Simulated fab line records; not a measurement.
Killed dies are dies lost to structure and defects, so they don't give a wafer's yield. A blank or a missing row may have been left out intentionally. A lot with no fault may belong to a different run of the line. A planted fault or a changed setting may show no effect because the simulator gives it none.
fab line records	flow n5Finfet
[record] lots = 7	wafers = 19	lastDay = 16
route steps=1938 shown SD_EPI_P@309 SD_ACTIVATION@330 ILD0@335 SDB@347 MOL_CONTACT_COAG@538
lots that met no fault: taken from a fault-free run of the same line
startH: hours from the record's opening day to when the first of the lot's shown wafers began	waitH: hours elapsed since this lot's preceding step	" the same as in the row above	L1.1+2: several wafers, shown together as one row	- no value, or no start given	* or withheld: withheld	< > ~ a bound
route shown NAME@n: names a module that has steps shown in the file, with the first one's number in the route	usual: mean/standard deviation of fault-free wafers	same: alike in all rows	chamber/n: place in a boat	sites: per-site readings	_std_site: the standard deviation of these	_edge_site: mean of outer sites minus mean of inner sites	radiusMm: for every site, how far away it sits from the centre of the wafer	mask NAME#n: copy n	behind: the most recent tool/chamber to have shaped the wafer	hold: reason for holding the lot/hours on hold/outcome of the hold	device: the transistor (n, p or np) that didn't switch	end of line: at the end of the route, the tests of the same wafers	for a step that has no rows: nothing shown but its recipe	killed: dies that structure and defects cost at the first sort, which is not the same as the wafer's yield	map: dies across one wafer; x = killed, . = not, _ = none there
set.NAME: the setting as run; set.NAME@STEP: as run at that earlier step	model.NAME: the simulator's own value behind a step, which no gauge read
lots seen at some steps along the route; tables by step, rows by wafer
services: when a tool's chamber went out of use (startH, in hours from the record's first day, below 0 if earlier), for how many hours, and the reason
[[steps]]
[step N5_SD_EPI_P_STRIP_38]
[recipe] chemistry = N2/H2	tempC = 40	n2FlowSccm = 200	h2FlowSccm = 200	rfFrequencyHz = 6e+07
[step N5_SD_EPI_P_ETCHBACK_46]
[recipe] chemistry = CH3F/O2	mode = anisotropicEtchback	target = SiNx	targetDepthA = 175	stopOn = SiO2	overEtchFrac = 0.3	ionEnergyEv = 120	pressureMtorr = 30	sourceW = 395	biasW = 73	Ar_flow_sccm = 150	CH3F_flow_sccm = 30	O2_flow_sccm = 20
[step N5_SD_EPI_P_ETCH_47]
[recipe] chemistry = CH3F/O2	target = SiOCN	targetDepthA = 250	maskMaterial = SOC	ionEnergyEv = 60	biasW = 29	pressureMtorr = 30	sourceW = 410	Ar_flow_sccm = 150	CH3F_flow_sccm = 30	O2_flow_sccm = 20
[step N5_SD_EPI_P_ETCH_16]
[recipe] chemistry = CHF3/O2	target = SiO2	targetDepthA = 50	maskMaterial = SOC	pressureMtorr = 30	sourceW = 650	biasW = 170	Ar_flow_sccm = 200	CHF3_flow_sccm = 50	O2_flow_sccm = 5	ionEnergyEv = 200
[usual] drypumpMotorCurrentA = 5.7/0.31	oesProductAu = 0.78/0.084	rfFwdPowerW = 643.7/2.7	rfVppV = 527/8.8	showerheadPlenumPTorr = 2.40/0.082	throttleValvePct = 18.95/0.21
lot.wafer	tool	chamber	startH	waitH	drypumpMotorCurrentA	oesProductAu	rfFwdPowerW	rfHoursCounterH	rfVppV	showerheadPlenumPTorr	throttleValvePct
L151.3	rieDiel-06	2	73.46	0.1	5.5	0.71	643.5	180	524	2.38	18.71
L151.4	"	3	"	"	5.8	0.99	641.5	6	516	2.47	19.02
L151.6	"	1	"	"	5.9	0.76	643.3	-	534	2.52	18.96
L154.1	rieDiel-05	3	89.49	0.1	6.1	0.67	643.1	241	533	2.28	19.39
L154.4	"	2	"	"	5.6	0.91	645.0	31	524	2.46	18.72
L154.5	"	2	"	"	5.6	0.90	647.1	-	522	2.45	18.72
L156.1	rieDiel-03	0	106.00	0.1	5.4	0.72	645.8	170	533	2.39	18.96
L156.4	"	0	"	"	5.4	0.74	644.3	-	533	2.39	18.97
L156.5	"	3	"	"	5.3	0.77	641.2	-	517	2.43	19.01
L158.1	rieDiel-06	3	114.30	0.1	5.8	0.94	642.0	19	517	2.46	19.06
L158.6	"	2	"	"	5.5	0.71	638.5	-	522	2.38	18.73
L161.1	rieDiel-06	0	135.95	0.1	5.8	0.74	639.1	138	511	2.42	19.12
L161.2	"	1	"	"	5.9	0.74	643.2	157	532	2.51	18.99
L164.1	rieDiel-05	1	151.96	0.1	5.7	0.74	641.6	152	541	2.39	18.53
L164.2	"	0	"	"	5.8	0.79	645.8	135	517	2.32	19.13
L164.3	"	3	"	"	6.1	0.95	646.1	4	543	2.57	18.97
L168.1	rieDiel-03	3	173.02	0.1	5.2	0.74	645.6	177	516	2.42	19.03
L168.2	"	1	"	"	6.2	0.72	644.9	190	528	2.30	19.08
L168.3	"	2	"	"	5.5	0.94	644.0	5	532	2.57	18.76
[step N5_SD_EPI_P_STRIP_50]
[recipe] chemistry = CHF3/O2	resist = SiARC	rfFrequencyHz = 6e+07
[step N5_SD_EPI_P_SD_RECESS_17]
[recipe] chemistry = HBr/Cl2/O2	targetDepthA = 391	btTimeS = 3	pressureMtorr = 10	icpW = 800	biasW = 112	HBr_flow_sccm = 150	Cl2_flow_sccm = 80	O2_flow_sccm = 12
[usual] drypumpMotorCurrentA = 5.7/0.48	mfcCl2Sccm = 80.01/0.22	oesProductAu = 1.008/0.015	rfFwdPowerW = 795/3.2	throttleValvePct = 37.0/0.32
lot.wafer	tool	chamber	startH	waitH	drypumpMotorCurrentA	mfcCl2Sccm	oesProductAu	rfFwdPowerW	rfHoursCounterH	throttleValvePct
L151.3	rieSi-01	2	73.53	0.0	5.6	79.81	1.032	790	157	36.7
L151.4	"	3	"	"	5.5	79.90	0.978	796	114	36.8
L151.6	"	1	"	"	5.2	80.06	0.992	793	-	36.8
L154.1	rieSi-06	1	89.57	0.0	6.7	79.77	1.017	797	106	36.6
L154.4	"	3	"	"	5.5	79.84	1.014	798	66	37.0
L154.5	"	2	"	"	5.0	79.70	1.029	791	-	37.4
L156.1	rieSi-04	3	106.07	0.0	5.7	80.02	0.991	796	118	37.6
L156.4	"	2	"	"	5.5	79.91	1.008	794	136	37.0
L156.5	"	0	"	"	6.0	80.28	1.015	796	-	36.9
L158.1	rieSi-06	0	114.37	0.0	6.7	79.87	1.026	795	169	37.6
L158.6	"	2	"	"	5.0	80.03	1.023	791	-	37.4
L161.1	rieSi-06	2	136.02	0.0	5.1	79.96	1.022	796	21	37.4
L161.2	"	1	"	"	6.7	79.97	1.006	797	107	36.6
L164.1	rieSi-04	0	152.03	0.0	6.0	79.98	1.010	794	182	36.9
L164.2	"	1	"	"	5.9	79.67	1.010	794	50	37.1
L164.3	"	2	"	"	5.4	80.00	1.012	795	137	37.0
L168.1	rieSi-01	2	173.09	0.0	5.6	80.28	1.038	788	158	36.7
L168.2	"	1	"	"	5.1	80.13	0.989	790	87	36.8
L168.3	"	3	"	"	5.5	79.60	0.989	793	116	36.8
[step N5_SD_EPI_P_WET_ETCH_45]
[recipe] chemistry = dHF	dilution = withheld	timeS = 10.7	target = SiO2	targetDepthA = 20	tempC = 25	dry = ipaMarangoni	rinseTimeS = 30	rinseTempC = 23
[step N5_SD_EPI_P_STRIP_40]
[recipe] chemistry = N2/H2	powerW = 1000	tempC = 250	h2Frac = 0.65	overashFraction = 0.3	pressureMtorr = withheld	n2FlowSccm = 1750	h2FlowSccm = 3250
[step N5_SD_EPI_P_PRECLEAN_52]
[recipe] chemistry = O3/DIW	timeS = 60	tempC = 22	o3Ppm = 10
[step N5_SD_EPI_P_SRD_20]
[recipe] dry = ipaMarangoni	doPpb = 5	timeS = 30	tempC = 23	rinseLiquid = diw
[step N5_SD_EPI_P_PRECLEAN_51]
[recipe] chemistry = NF3:NH3	afsCycles = 1	tempC = 30	timeS = 20	sublimationTempC = 180	sublimationTimeS = 60	pressureTorr = 3	rfPowerW = 30
[step N5_SD_EPI_P_VAPOR_ETCH_44]
[recipe] chemistry = NF3/Ar	target = SiGe30	tempC = 25	timeS = 3.3	mode = isotropic
[step N5_SD_EPI_P_EPI_21]
[recipe] material = SiGe:B	dopant = B	tempC = 550	pressureTorr = 20	ambient = H2	timeS = 355
[usual] chamberPressureTorr = 19.99/0.043	epiGrowthTimeS = 355/0
lot.wafer	tool	chamber	startH	waitH	chamberPressureTorr	epiGrowthTimeS	model.SiGe-B_of_SD_EPI_P_EPI_21.thkNm
L151.3	epiRpcvd-02	0	74.91	0.8	19.99	355	61.4
L151.4	"	0	"	"	19.99	355	61.2
L151.6	"	0	"	"	19.99	355	61.2
L154.1	epiRpcvd-03	0	90.23	0.1	20.00	355	61.2
L154.4	"	0	91.31	1.1	20.03	355	61.4
L154.5	"	0	"	"	19.97	355	60.6
L156.1	epiRpcvd-04	0	106.73	0.1	19.88	355	62
L156.4	"	0	107.81	1.1	19.98	355	62
L156.5	"	0	"	"	19.93	355	62.4
L158.1	epiRpcvd-03	0	115.04	0.1	19.93	594.26	85.6
L158.6	"	0	116.84	1.8	19.97	594.26	84.6
L161.1	epiRpcvd-03	0	136.81	0.2	20.02	594.26	86.4
L161.2	"	0	"	"	20.05	355	61.2
L164.1	epiRpcvd-03	0	152.81	0.2	20.04	594.26	84.6
L164.2	"	0	"	"	20.01	355	60.6
L164.3	"	0	"	"	20.04	355	60.2
L168.1	epiRpcvd-04	0	173.75	0.1	19.90	355	61.6
L168.2	"	0	"	"	19.97	355	60.8
L168.3	"	0	"	"	19.96	355	61.6
[step N5_SD_EPI_P_EPI_MEAS_23]
[recipe] mode = xrd
[usual] thkNm = 60.8/1.4
lot.wafer	tool	chamber	startH	waitH	thkNm
L151.3	filmMetro-02	-	76.41	1.1	60.9
L151.4	"	-	"	"	62.3
L151.6	"	-	"	"	60.2
L154.1	filmMetro-01	-	92.42	1.8	60.6
L154.4	"	-	"	"	61.5
L154.5	"	-	"	"	59.3
L156.1	filmMetro-02	-	108.93	1.8	61.7
L156.4	"	-	"	"	61.2
L156.5	"	-	"	"	63.8
L158.1	filmMetro-02	-	117.24	1.8	84.0
L158.6	"	-	"	"	86.0
L161.1	filmMetro-02	-	139.72	2.4	89.0
L161.2	"	-	"	"	60.9
L164.1	filmMetro-01	-	155.74	2.5	84.8
L164.2	"	-	"	"	61.7
L164.3	"	-	"	"	61.2
L168.1	filmMetro-01	-	175.95	1.8	62.7
L168.2	"	-	"	"	58.6
L168.3	"	-	"	"	60.9
[step N5_SD_EPI_P_HM_STRIP_48]
[recipe] chemistry = H3PO4	tempC = 160	material = SiNx	target = SiNx	targetDepthA = 30	overetchFraction = 0.3
[step N5_SD_EPI_P_SRD_49]
[recipe] dry = ipaMarangoni	timeS = 30	tempC = 23	rinseLiquid = diw
[step N5_SD_EPI_P_PRECLEAN_24]
[recipe] chemistry = O3/DIW	timeS = 45	tempC = 22	o3Ppm = 10
[step N5_SD_EPI_P_PRECLEAN_32]
[recipe] chemistry = dHF	timeS = 10	dilution = 500:1	tempC = 25
[step N5_SD_EPI_P_PRECLEAN_33]
[recipe] chemistry = SC2	timeS = 45	tempC = 35	mix = 1:1:50
[step N5_SD_EPI_P_SRD_25]
[recipe] timeS = 30	tempC = 23	rinseLiquid = diw	dry = ipaMarangoni
[step N5_SD_EPI_P_INSPECT_26]
[recipe] inspectInstrument = darkfield	mode = postEpi
[usual] rawDefectCount = 189/36
lot.wafer	tool	chamber	startH	waitH	rawDefectCount
L151.3	defectInspect-01	-	76.58	0.0	204
L151.4	"	-	"	"	145
L151.6	"	-	"	"	189
L154.1	defectInspect-02	-	92.60	0.0	159
L154.4	"	-	"	"	173
L154.5	"	-	"	"	224
L156.1	defectInspect-02	-	109.10	0.0	122
L156.4	"	-	"	"	211
L156.5	"	-	"	"	156
L158.1	defectInspect-01	-	117.41	0.0	188
L158.6	"	-	"	"	195
L161.1	defectInspect-01	-	139.91	0.0	204
L161.2	"	-	"	"	163
L164.1	defectInspect-01	-	155.91	0.0	190
L164.2	"	-	"	"	181
L164.3	"	-	"	"	175
L168.1	defectInspect-02	-	176.12	0.0	177
L168.2	"	-	"	"	205
L168.3	"	-	"	"	149
[step N5_SD_ACTIVATION_RTA_00]
[recipe] tempC = 975	timeS = 0	ambient = N2	idleTempC = 600	rampUpCPerS = 150	rampDownCPerS = 60	coolToC = 600
[step N5_SD_ACTIVATION_LSA_01]
[recipe] tempC = 1080	timeS = 0.0008	ambient = N2
[step N5_SD_ACTIVATION_INSPECT_02]
[recipe] inspectInstrument = darkfield	mode = postAnneal
[usual] rawDefectCount = 188/35
lot.wafer	tool	chamber	startH	waitH	rawDefectCount
L151.3	defectInspect-02	-	77.43	0.1	178
L151.4	"	-	"	"	141
L151.6	"	-	"	"	160
L154.1	defectInspect-02	-	93.36	0.2	156
L154.4	"	-	"	"	165
L154.5	"	-	"	"	224
L156.1	defectInspect-02	-	109.86	0.2	128
L156.4	"	-	"	"	214
L156.5	"	-	"	"	152
L158.1	defectInspect-01	-	118.19	0.2	201
L158.6	"	-	"	"	181
L161.1	defectInspect-01	-	140.91	0.2	195
L161.2	"	-	"	"	159
L164.1	defectInspect-01	-	156.67	0.2	191
L164.2	"	-	"	"	187
L164.3	"	-	"	"	174
L168.1	defectInspect-01	-	176.87	0.2	187
L168.2	"	-	"	"	201
L168.3	"	-	"	"	171
[step N5_ILD0_LINER_00]
[recipe] material = SiNx	targetThkA = 40	tempC = 400	aldPrecursorFamily = SiH2I2	aldCoReactant = N2/H2-plasma	pulseTimeS = 1	purgeTimeS = 2	coReactantPurgeTimeS = 2	aldCycles = 80	pressureTorr = 2
[step N5_ILD0_FCVD_FILL_01]
[recipe] material = SiO2_flowable	targetThkA = 2000	tempC = 100	pressureTorr = 0.8	rfW = 2000	timeS = 328.3
[step N5_ILD0_CURE_02]
[recipe] tempC = 450	timeS = 1800	ambient = steam	idleTempC = 400	rampUpCPerMin = 5	rampDownCPerMin = 3	densificationPH2oTorr = 640
[step N5_ILD0_CMP_03]
[recipe] stopOn = SiNx	tOverpolishS = 1.9	postCmpClean = alkalineBrush	downForcePsi = 4.1491	platenRpm = 51.796	padVelocityMS = 1.0306	targetThkNm = 197.38
[step N5_ILD0_THK_MEAS_04]
[usual] thkNm = 197.3/1.2
lot.wafer	tool	chamber	startH	waitH	thkNm
L151.3	filmMetro-01	-	80.27	-	197.0
L151.4	"	-	"	"	196.5
L151.6	"	-	"	"	196.5
L154.1	filmMetro-02	-	96.86	-	198.1
L154.4	"	-	"	"	198.0
L154.5	"	-	"	"	199.1
L156.1	filmMetro-01	-	112.55	-	197.2
L156.4	"	-	"	"	196.4
L156.5	"	-	"	"	196.3
L158.1	filmMetro-01	-	120.88	-	197.6
L158.6	"	-	"	"	196.3
L161.1	filmMetro-02	-	143.71	-	198.2
L161.2	"	-	"	"	199.6
L164.1	filmMetro-02	-	159.41	-	195.7
L164.2	"	-	"	"	198.3
L164.3	"	-	"	"	195.5
L168.1	filmMetro-02	-	179.93	-	197.6
L168.2	"	-	"	"	195.8
L168.3	"	-	"	"	197.4
[step N5_ILD0_CMP_07]
[recipe] stopOn = poly-Si	material = SiO2_flowable	tOverpolishS = 1.18	postCmpClean = alkalineBrush	downForcePsi = 4.1491	platenRpm = 51.796	padVelocityMS = 1.0306	targetThkNm = 138.88
[usual] motorCurrentA = 12.0/0.97
lot.wafer	tool	chamber	startH	waitH	motorCurrentA
L151.3	cmp-04	1	80.34	0.1	11.6
L151.4	"	3	"	"	11.2
L151.6	"	1	"	"	11.7
L154.4	cmp-02	3	96.89	0.0	12.2
L154.1	"	1	"	"	13.5
L154.5	"	0	"	"	12.7
L156.4	cmp-02	2	112.62	0.1	13.8
L156.1	"	3	"	"	11.9
L156.5	"	1	"	"	13.4
L158.1	cmp-04	0	120.99	0.1	13.0
L158.6	"	2	"	"	12.3
L161.2	cmp-01	1	143.78	0.1	10.2
L161.1	"	2	"	"	10.5
L164.3	cmp-02	1	159.44	0.0	13.2
L164.2	"	2	"	"	13.3
L164.1	"	3	"	"	11.7
L168.3	cmp-02	3	179.96	0.0	12.4
L168.2	"	0	"	"	13.5
L168.1	"	1	"	"	13.2
[step N5_ILD0_THK_MEAS_08]
[usual] thkNm = 138.9/1.1
lot.wafer	tool	chamber	startH	waitH	thkNm
L151.3	filmMetro-02	-	80.60	-	138.1
L151.4	"	-	"	"	137.5
L151.6	"	-	"	"	138.1
L154.1	filmMetro-01	-	97.18	-	139.8
L154.4	"	-	"	"	137.3
L154.5	"	-	"	"	139.4
L156.1	filmMetro-01	-	112.88	-	138.2
L156.4	"	-	"	"	139.5
L156.5	"	-	"	"	140.0
L158.1	filmMetro-01	-	121.21	-	139.0
L158.6	"	-	"	"	138.9
L161.1	filmMetro-02	-	144.04	-	140.9
L161.2	"	-	"	"	140.8
L164.1	filmMetro-01	-	159.74	-	140.3
L164.2	"	-	"	"	138.8
L164.3	"	-	"	"	140.3
L168.1	filmMetro-02	-	180.25	-	139.7
L168.2	"	-	"	"	140.1
L168.3	"	-	"	"	138.7
[step N5_ILD0_PRECLEAN_10]
[recipe] chemistry = NF3:NH3	afsCycles = 5	timeS = 20	tempC = 30	sublimationTempC = 180	sublimationTimeS = 60	pressureTorr = 3	rfPowerW = 30
[step N5_ILD0_ALD_15]
[recipe] material = SiNx	targetThkA = 240	tempC = 400	aldPrecursorFamily = SiH2I2	aldCoReactant = N2/H2-plasma	pulseTimeS = 1	aldCycles = 480	purgeTimeS = 2	coReactantPurgeTimeS = 2	pressureTorr = 2
[step N5_ILD0_CMP_12]
[recipe] stopOn = poly-Si	material = SiNx	tOverpolishS = 6	postCmpClean = alkalineBrush	downForcePsi = 2.5	platenRpm = 51.8	padVelocityMS = 1.0307	targetThkNm = 17.67
[usual] motorCurrentA = 8.7/0.79	overpolishRunS = 6.002/0.0087	timeToEndpointS = 29.9/3
lot.wafer	tool	chamber	startH	waitH	motorCurrentA	overpolishRunS	timeToEndpointS
L151.3	cmp-02	1	83.64	1.2	9.8	6.015	33.5
L151.4	"	3	"	"	9.0	6.005	28.2
L151.6	"	1	"	"	9.9	5.998	32.1
L154.1	cmp-02	2	100.14	1.1	9.8	5.997	30.0
L154.4	"	1	"	"	10.2	6.020	31.3
L154.5	"	3	"	"	8.5	6.006	28.1
L156.4	cmp-02	0	115.99	1.1	9.4	6.006	28.0
L156.1	"	1	"	"	9.6	5.985	29.2
L156.5	"	0	"	"	9.2	6.009	29.1
L158.1	cmp-04	3	124.20	1.2	7.8	5.985	27.9
L158.6	"	2	"	"	9.2	5.995	28.7
L161.1	cmp-02	3	146.99	1.2	8.6	6.005	28.9
L161.2	"	1	"	"	9.4	5.991	35.8
L164.1	cmp-01	3	162.65	1.1	8.6	6.007	28.4
L164.3	"	0	"	"	7.7	5.997	31.3
L164.2	"	1	"	"	7.5	5.988	33.1
L168.3	cmp-04	2	183.63	1.1	9.1	6.002	27.4
L168.1	"	0	"	"	9.8	6.003	31.1
L168.2	"	1	"	"	8.8	6.024	27.9
[step N5_ILD0_THK_MEAS_13]
[usual] thkNm = 18.0/1.2
lot.wafer	tool	chamber	startH	waitH	thkNm
L151.3	filmMetro-01	-	83.93	-	20.0
L151.4	"	-	"	"	17.8
L151.6	"	-	"	"	19.5
L154.1	filmMetro-01	-	100.43	-	18.1
L154.4	"	-	"	"	19.1
L154.5	"	-	"	"	18.5
L156.1	filmMetro-02	-	116.28	-	19.6
L156.4	"	-	"	"	18.0
L156.5	"	-	"	"	17.7
L158.1	filmMetro-01	-	124.42	-	17.0
L158.6	"	-	"	"	19.5
L161.1	filmMetro-02	-	147.25	-	18.2
L161.2	"	-	"	"	18.7
L164.1	filmMetro-01	-	162.95	-	17.9
L164.2	"	-	"	"	17.9
L164.3	"	-	"	"	17.2
L168.1	filmMetro-01	-	183.92	-	17.7
L168.2	"	-	"	"	15.3
L168.3	"	-	"	"	16.1
[step N5_ILD0_INSPECT_06]
[recipe] inspectInstrument = darkfield	mode = postCmp
[usual] rawDefectCount = 41/17
lot.wafer	tool	chamber	startH	waitH	rawDefectCount
L151.3	defectInspect-01	-	83.96	0.0	38
L151.4	"	-	"	"	57
L151.6	"	-	"	"	46
L154.1	defectInspect-02	-	100.46	0.0	30
L154.4	"	-	"	"	34
L154.5	"	-	"	"	23
L156.1	defectInspect-02	-	116.31	0.0	14
L156.4	"	-	"	"	55
L156.5	"	-	"	"	34
L158.1	defectInspect-02	-	124.44	0.0	51
L158.6	"	-	"	"	27
L161.1	defectInspect-01	-	147.28	0.0	57
L161.2	"	-	"	"	21
L164.1	defectInspect-02	-	162.98	0.0	42
L164.2	"	-	"	"	57
L164.3	"	-	"	"	45
L168.1	defectInspect-02	-	183.95	0.0	58
L168.2	"	-	"	"	65
L168.3	"	-	"	"	102
[step N5_SDB_HM_DEP_00]
[recipe] material = SiNx	targetThkA = 400	tempC = 400	precursor = SiH4/NH3/N2	pressureTorr = 1.5	rfW = 300	timeS = 35.3
[usual] chamberPressureTorr = 1.500/0.0031	heaterPowerW = 779/70	rfFwdPowerW = 297.6/1.1	showerheadPlenumPTorr = 5.09/0.035	throttleValvePct = 39.2/2.2
lot.wafer	tool	chamber	startH	waitH	chamberPressureTorr	heaterPowerW	rfFwdPowerW	showerheadPlenumPTorr	throttleValvePct
L151.3	pecvd-02	1	83.99	0.0	1.504	853	294.7	5.06	41.5
L151.4	"	0	"	"	1.503	782	297.2	5.11	37.7
L151.6	"	2	"	"	1.506	787	299.3	5.03	35.5
L154.1	pecvd-02	2	100.50	0.0	1.500	702	298.9	5.04	35.2
L154.4	"	2	"	"	1.499	719	298.6	5.04	35.7
L154.5	"	1	"	"	1.502	922	295.3	5.07	41.6
L156.1	pecvd-02	2	116.35	0.0	1.499	768	296.7	5.05	35.1
L156.4	"	0	"	"	1.503	879	298.4	5.11	37.8
L156.5	"	2	"	"	1.505	752	297.1	5.04	35.4
L158.1	pecvd-02	1	124.48	0.0	1.495	946	296.7	5.08	41.4
L158.6	"	0	"	"	1.499	842	296.5	5.11	37.8
L161.1	pecvd-04	2	147.31	0.0	1.501	770	297.4	5.10	39.6
L161.2	"	0	"	"	1.499	707	297.4	5.08	42.5
L164.1	pecvd-04	2	163.01	0.0	1.500	779	296.9	5.10	39.5
L164.2	"	0	"	"	1.504	688	298.1	5.08	43.0
L164.3	"	1	"	"	1.501	733	298.2	5.09	40.0
L168.1	pecvd-04	2	183.99	0.0	1.500	775	299.1	5.11	39.8
L168.2	"	1	"	"	1.500	742	296.2	5.08	40.0
L168.3	"	0	"	"	1.501	765	297.0	5.09	42.9
[step N5_SDB_COAT_03]
[recipe] resist = SOC	tempC = 250	timeS = 60	spinRpm = 1500	resistThkNm = 100
[step N5_SDB_COAT_04]
[recipe] resist = SiARC	tempC = 220	timeS = 60	spinRpm = 1500	resistThkNm = 18
[step N5_SDB_COAT_05]
[recipe] resist = CAR-ArF	spinRpm = 1500	resistThkNm = 90
[step N5_MOL_CONTACT_COAG_ETCH_110]
[recipe] chemistry = CF4/O2	target = Si	targetDepthA = 25	timeS = 8	pressureMtorr = 100	sourceW = 200	biasW = 12	ionEnergyEv = 60	Ar_flow_sccm = 100	cf4FlowSccm = 100	O2_flow_sccm = 10
[usual] drypumpMotorCurrentA = 5.9/0.38	oesProductAu = 0.79/0.09	rfFwdPowerW = 198.4/0.78	rfVppV = 127.7/2.4	showerheadPlenumPTorr = 2.23/0.057	throttleValvePct = 10.8/0.33
lot.wafer	tool	chamber	startH	waitH	drypumpMotorCurrentA	oesProductAu	rfFwdPowerW	rfHoursCounterH	rfVppV	showerheadPlenumPTorr	throttleValvePct	model.SiGe-B_of_SD_EPI_P_EPI_21.thkNm
L151.3	rieDiel-02	1	108.28	0.0	6.2	0.93	198.7	10	125.9	2.28	10.6	58.4
L151.4	"	0	"	"	5.9	0.78	196.9	135	125.8	2.21	10.8	58.2
L151.6	"	1	"	"	6.2	0.93	198.7	-	126.1	2.28	10.6	58.2
L154.1	rieDiel-01	3	124.89	0.0	5.6	0.82	199.0	101	129.3	2.25	11.0	58.4
L154.4	"	3	"	"	5.6	0.83	199.5	-	129.2	2.25	10.9	58.2
L154.5	"	2	"	"	6.5	0.69	198.5	-	132.1	2.28	11.0	57.8
L156.1	rieDiel-04	2	140.01	0.0	5.4	0.67	197.4	222	126.6	2.30	11.1	59
L156.4	"	0	"	"	5.9	0.98	198.6	5	123.9	2.26	10.1	59
L156.5	"	2	"	"	5.4	0.68	199.0	-	126.1	2.30	11.1	59.4
L158.1	rieDiel-02	1	149.21	0.0	6.3	0.88	199.0	26	126.7	2.27	10.6	81.4
L158.6	"	3	"	"	5.6	0.71	197.3	-	131.0	2.30	10.9	80.6
L161.1	rieDiel-01	2	169.40	0.0	6.4	0.99	196.8	0	132.2	2.28	10.3	82.4
L161.2	"	1	"	"	5.8	0.95	198.6	12	128.4	2.27	10.4	58.2
L164.1	rieDiel-04	3	189.90	0.0	5.2	0.69	199.1	237	127.6	2.19	11.3	80.6
L164.2	"	0	"	"	5.9	0.92	197.7	23	124.8	2.26	10.1	57.6
L164.3	"	1	"	"	6.6	0.82	200.4	66	125.7	2.16	10.6	57.4
L168.1	rieDiel-01	3	208.77	0.0	5.6	0.80	198.2	137	129.7	2.24	11.0	58.6
L168.2	"	2	"	"	6.4	0.93	196.9	14	132.5	2.27	10.4	58
L168.3	"	0	"	"	6.0	0.69	198.8	225	126.2	2.11	11.2	58.8
[[services]]
tool	chamber	startH	hours	kind
cmp-04	-	50.43	4.0	pm
rieSi-04	2	53.29	3.8	repair
rieDiel-05	1	55.98	6.4	repair
rieDiel-05	0	58.55	9.7	repair
pecvd-02	1	59.86	3.4	repair
rieDiel-02	-	63.58	14.6	pm
rieDiel-01	-	72.88	0.5	repair
rieSi-06	0	74.31	2.6	repair
rieDiel-03	-	76.83	0.6	repair
rieSi-01	2	76.92	11.9	repair
rieDiel-06	2	78.81	9.3	repair
cmp-02	-	79.13	3.5	pm
cmp-01	-	81.12	1.2	repair
cmp-02	-	91.49	1.4	repair
rieSi-04	1	93.20	8.0	repair
rieDiel-03	2	100.80	22.0	repair
rieDiel-06	1	113.13	2.7	repair
pecvd-02	2	124.07	2.3	repair
cmp-04	-	128.42	0.5	repair
rieDiel-04	3	133.21	1.2	repair
rieDiel-05	2	147.57	7.4	repair
rieSi-04	-	179.37	2.8	pm
rieSi-04	2	193.93	5.0	repair
pecvd-02	1	195.84	18.6	repair
[[key]]
[firstSign] step = N5_SD_EPI_P_EPI_21	reading = epiGrowthTimeS	direction = up	sigmas = 99+	usual = *	struck = *
[effect] step = N5_SD_EPI_P_EPI_MEAS_23	reading = thkNm	direction = up	sigmas = 18	usual = *	struck = *
[modelEffect] step = N5_SD_EPI_P_EPI_21	value = SiGe-B_of_SD_EPI_P_EPI_21.thkNm	without = 60.65	struck = 85.3
[modelEffect] step = N5_MOL_CONTACT_COAG_ETCH_110	value = SiGe-B_of_SD_EPI_P_EPI_21.thkNm	without = 57.85	struck = 81.25
metAt N5_SD_EPI_P_EPI_21
struckWafers L158.1,L158.6,L161.1,L164.1
sortLeftOut L158.1,L158.6,L161.1,L164.1
testerLeftOut L158,L161,L164
onsetBetween 90.23 115.04
[fault] kind = processParameterDrift	tool = epiRpcvd-03	chamber = -	onsetH = 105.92	steps = N5_SD_EPI_P_EPI_21	channel = epiGrowthTimeS	offset = *	shape = step	endH = 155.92	scope = struckWafersOnly	actsIn = *	stated = *
// testerLeftOut: of these lots the tester's yield and bins aren't shown, on N5 and GAA mostly nor the transistor test; their killed dies are dies lost to structure and defects alone, not to doping, threshold or leakage, so they don't give the yield
// sortLeftOut: the simulated sort isn't trusted on such a fault, so these wafers' sort isn't shown, and their yield isn't known
